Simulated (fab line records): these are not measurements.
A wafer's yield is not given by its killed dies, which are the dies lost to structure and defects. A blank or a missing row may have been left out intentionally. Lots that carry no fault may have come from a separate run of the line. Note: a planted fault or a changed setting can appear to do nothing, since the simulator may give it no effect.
Comparing a struck lot with a sound one    flow nand-harc    15 steps out of a route of 1302
Sound: wafers L582.3, L582.5, L582.6. The struck wafers were L579.1, L579.3, L579.4. Last of all comes the cause.
At each step with rows: each side's tool, then ch and its chambers, then its first start. Under that, the readings that differ: sound wafers    struck wafers    difference of the means    sigmas: that difference in standard deviations of wafers without a fault.
alike: same words and numbers on both sides, and readings whose means sit less than 2 such deviations apart. not compared: any withheld reading, any reading some wafer has no value for, any bound like >300 that may hide the same value, and any number with overlapping values for which the record gives no deviation.
Wherever a step has rows on one side only, a row that says differs or no value, or a row with sigmas, the two part there. Numbers that have no deviation but don't overlap get no sigmas and don't part them. A reading that every wafer of one side lacks parts them only if that side has two wafers or more.

first, 8 steps without rows for these wafers: NHARC_A_CONTACT_COAT_61 (time 75 s); NHARC_A_CONTACT_COAT_62 (time 65 s); NHARC_A_CONTACT_COAT_63 (resist thk 90 nm); NHARC_A_CONTACT_SOFTBAKE_64 (time 55 s); NHARC_A_CONTACT_EBR_65; NHARC_A_CONTACT_EXPOSE_66 (exposes mask A CC 2); NHARC_A_CONTACT_PEB_67 (peb time 65 s); NHARC_A_CONTACT_DEVELOP_68 (develop time 35 s).
NHARC_A_CONTACT_CD_MEAS_69: the cd target is 300 nm.
  sound on cd-sem-03 ch 0, day 30 15:24; struck on cd-sem-01 ch 0, day 29 19:40
  alike: cd-nm
NHARC_A_CONTACT_OVL_MEAS_70:
  sound on overlay-01, day 30 15:29; struck on overlay-01, day 29 19:45
  alike: overlay-x-nm, overlay-y-nm
NHARC_A_CONTACT_INSPECT_71:
  sound on defect-inspect-01, day 30 15:31; struck on defect-inspect-01, day 29 19:47
  alike: raw-defect-count
NHARC_A_CONTACT_DESCUM_74: chemistry O2, time 3 s.
  sound on rie-diel-05 ch 0,2,3, day 30 15:35; struck on rie-diel-05 ch 0,3, day 29 19:52
  alike: drypump-motor-current-A, o2-flow-sccm, oes-product-au, rf-vpp-V, showerhead-plenum-p-Torr, throttle-valve-pct
  not compared: rf-hours-counter-h
NHARC_A_CONTACT_ETCH_75: etches the open film in CF4, target depth 39 nm, time 65 s.
  sound on rie-diel-05 ch 2,3, day 30 15:41; struck on rie-diel-05 ch 0,2,3, day 29 19:57
  no value came back on the struck wafers for any of 8 readings (bias-w (W), cf4-flow-sccm (sccm) and others); on the sound wafers bias-w (W) reads 99.6 100.1 99.7
  not compared: rf-hours-counter-h
NHARC_A_CONTACT_ETCH_76: etches the open film in N2/H2, target depth 260 nm, time 475.3 s.
  sound on rie-diel-05 ch 2,3; struck on rie-diel-05 ch 0,2,3, day 29 20:04
  alike: bias-w, chamber-pressure-mTorr, drypump-motor-current-A, h2-flow-sccm, oes-product-au, rf-fwd-power-W, rf-vpp-V, showerhead-plenum-p-Torr, throttle-valve-pct
  not compared: rf-hours-counter-h
-- record jumps: 2 days between struck wafers' starts before vs after; left off in module A_CONTACT, resumes in module END, first step shown is number 1302 of the route --
NHARC_END_SORT_01:
  at this point the record logs the struck wafers (prober-01 ch 0, day 32 06:04) and has no rows for the sound ones

WHERE THEY PART
First at NHARC_A_CONTACT_ETCH_75; last, within this record, at NHARC_END_SORT_01.

WHY: what the simulator had put in
Entire step skipped (rie-diel-05, NHARC_A_CONTACT_ETCH_75), from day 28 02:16 onward. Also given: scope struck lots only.
